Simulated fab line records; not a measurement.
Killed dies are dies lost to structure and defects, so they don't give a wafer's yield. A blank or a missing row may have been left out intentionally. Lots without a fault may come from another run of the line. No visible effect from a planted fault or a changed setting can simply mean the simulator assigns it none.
Chamber matching | flow n5-finfet | N5_BEOL_M0_SAQP_PECVD_04 on pecvd-01 has 3 sister chambers
The step deposits a-Si from SiH4/He, target thk 60 nm, time 60.2 s. 16 wafers are shown with their chamber, then 8 later ones without.

## WAFERS, EACH WITH ITS CHAMBER
wafer  | chamber | throttle-valve-pct (%) | showerhead-plenum-p-Torr (Torr) | heater-power-w (W)
L076.1 | 1       | 19.1                   | 5.65                            | 658
L076.3 | 2       | 16.8                   | 5.68                            | 694
L076.5 | 2       | 16.6                   | 5.69                            | 680
L081.1 | 1       | 19.2                   | 5.66                            | 668
L081.2 | 2       | 16.7                   | 5.68                            | 646
L081.5 | 1       | 18.9                   | 5.67                            | 668
L084.1 | 0       | 18.4                   | 5.74                            | 662
L084.4 | 1       | 19.0                   | 5.66                            | 687
L084.5 | 2       | 17.2                   | 5.68                            | 701
L086.1 | 0       | 18.5                   | 5.75                            | 694
L086.3 | 2       | 16.8                   | 5.69                            | 661
L086.4 | 0       | 18.5                   | 5.74                            | 682
L087.3 | 2       | 16.9                   | 5.69                            | 669
L087.5 | 2       | 16.6                   | 5.69                            | 651
L087.6 | 1       | 19.2                   | 5.65                            | 657
L092.1 | 0       | 18.4                   | 5.75                            | 652

SIGNATURES (means of the wafers above)
reading                  | chamber 0 | chamber 1 | chamber 2 | scatter within a chamber
throttle-valve-pct       | 18.450    | 19.080    | 16.800    | 0.161
showerhead-plenum-p-Torr | 5.7450    | 5.6580    | 5.6857    | 0.00651
heater-power-w           | 672.50    | 667.60    | 671.71    | 18.2
Rule: for each reading, subtract the chamber's mean from the wafer's reading, divide by that reading's scatter and square the result; add these up over the readings and take the root, which gives the wafer's distance from the chamber. The wafer belongs to the nearest chamber; if the next one is less than 2 further off, it can't be placed. How the scatter is found: for the shown wafers, subtract from each reading the mean of its chamber, square and add these, divide the total by (wafers less chambers), then take the root.

## WAFERS WITH NO CHAMBER GIVEN
wafer  | throttle-valve-pct (%) | showerhead-plenum-p-Torr (Torr) | heater-power-w (W)
L092.4 | 19.3                   | 5.67                            | 642
L092.5 | 18.4                   | 5.75                            | 669
L094.1 | 18.7                   | 5.75                            | 691
L094.5 | 18.5                   | 5.73                            | 714
L094.6 | 16.8                   | 5.69                            | 689
L096.1 | 19.0                   | 5.68                            | 664
L096.3 | 18.1                   | 5.74                            | 685
L096.5 | 17.1                   | 5.69                            | 688

## WHICH CHAMBER EACH WENT THROUGH
wafer  | from the rows above | in truth
L092.4 | 1                   | 1
L092.5 | 0                   | 0
L094.1 | 0                   | 0
L094.5 | 0                   | 0
L094.6 | 2                   | 2
L096.1 | 1                   | 1
L096.3 | 0                   | 0
L096.5 | 2                   | 2
Correct placement for 8 of the 8. Can't be placed from these rows: 0. Wrongly placed: 0.
